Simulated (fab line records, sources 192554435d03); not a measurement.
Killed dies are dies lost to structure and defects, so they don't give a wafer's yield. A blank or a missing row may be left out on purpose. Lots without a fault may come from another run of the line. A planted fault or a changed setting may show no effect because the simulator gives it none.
Chamber matching | flow n5_finfet | N5_BEOL_M14_ETCH_67 on rie_diel-05: 4 sister chambers
The step etches SiARC in CF4, target depth 143 nm, time 238.3 s. 4 wafers are shown with their chamber, then 11 later ones without.

WAFERS WITH THEIR CHAMBER
wafer  | chamber | showerhead_plenum_p_Torr (Torr)
L087.6 | 0       | 1.96
L089.2 | 2       | 2.27
L089.4 | 1       | 2.27
L088.1 | 3       | 2.11

WAFERS WITHOUT THEIR CHAMBER
wafer  | showerhead_plenum_p_Torr (Torr)
L088.5 | 2.27
L088.6 | 2.27
L090.1 | 2.27
L090.2 | 2.27
L090.6 | 2.27
L092.1 | 2.11
L092.2 | 1.95
L092.4 | 2.27
L096.1 | 2.11
L096.4 | 2.26
L096.5 | 2.26

WHICH CHAMBER EACH WENT THROUGH
wafer  | from the rows above     | in truth
L088.5 | can't be placed: 1 or 2 | 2
L088.6 | can't be placed: 1 or 2 | 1
L090.1 | can't be placed: 1 or 2 | 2
L090.2 | can't be placed: 1 or 2 | 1
L090.6 | can't be placed: 1 or 2 | 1
L092.1 | 3                       | 3
L092.2 | 0                       | 0
L092.4 | can't be placed: 1 or 2 | 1
L096.1 | 3                       | 3
L096.4 | can't be placed: 1 or 2 | 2
L096.5 | can't be placed: 1 or 2 | 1
Placed correctly: 3 of 11. Can't be placed from these rows: 8 (the true chamber is among the candidates in 8). Placed wrongly: 0.
How it was worked out, from the rows above alone: a wafer's distance from a chamber is the root of the sum, over the readings, of the square of ((its reading less the chamber's mean) divided by the reading's scatter). The wafer belongs to the nearest chamber; if the next one is less than 2 further off, it can't be placed. A chamber's mean is the mean of its shown wafers. The scatter: with one shown wafer a chamber, the root of the mean of the squares of how far each hidden wafer lies from its nearest shown one.
